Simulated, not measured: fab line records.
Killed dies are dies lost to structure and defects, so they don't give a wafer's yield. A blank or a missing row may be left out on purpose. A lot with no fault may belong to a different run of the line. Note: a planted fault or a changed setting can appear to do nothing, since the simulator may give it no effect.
Chamber matching :: flow n5Finfet :: N5_BEOL_M0_SAQP_PECVD_00 on pecvd-01 has 3 sister chambers
The step deposits SiCN from 3MS/NH3, target thk 8 nm, time 14 s. 3 wafers are shown with their chamber, then 9 later ones without.

## WAFERS WITH THEIR CHAMBER
wafer: L087.6
chamber: 0
throttleValvePct (%): 9.5

wafer: L089.4
chamber: 2
throttleValvePct (%): 8.6

wafer: L089.6
chamber: 1
throttleValvePct (%): 10.3

## WAFERS WHOSE CHAMBER IS MISSING
wafer: L090.1
throttleValvePct (%): 9.3

wafer: L090.5
throttleValvePct (%): 10.2

wafer: L090.6
throttleValvePct (%): 9.3

wafer: L091.2
throttleValvePct (%): 10.3

wafer: L091.3
throttleValvePct (%): 8.6

wafer: L091.4
throttleValvePct (%): 8.8

wafer: L095.1
throttleValvePct (%): 10.3

wafer: L095.3
throttleValvePct (%): 9.4

wafer: L095.6
throttleValvePct (%): 10.4

## CHAMBER TAKEN BY EACH
wafer: L090.1
from the rows above: 0
in truth: 0

wafer: L090.5
from the rows above: 1
in truth: 1

wafer: L090.6
from the rows above: 0
in truth: 0

wafer: L091.2
from the rows above: 1
in truth: 1

wafer: L091.3
from the rows above: 2
in truth: 2

wafer: L091.4
from the rows above: 2
in truth: 2

wafer: L095.1
from the rows above: 1
in truth: 1

wafer: L095.3
from the rows above: 0
in truth: 0

wafer: L095.6
from the rows above: 1
in truth: 1
Correct placement for 9 of the 9. Not placeable from these rows: 0. Placed wrongly: 0.
How it was worked out, from the rows above alone: a wafer's distance from a chamber is the root of the sum, over the readings, of the square of ((its reading less the chamber's mean) divided by the reading's scatter). If the next closest chamber is less than 2 further off than the closest, the wafer can't be placed; otherwise it belongs to the closest. The mean given for a chamber averages the wafers shown for that chamber. The scatter (one wafer shown for each chamber): square how far every hidden wafer sits from the nearest shown wafer, average those squares and take the square root.
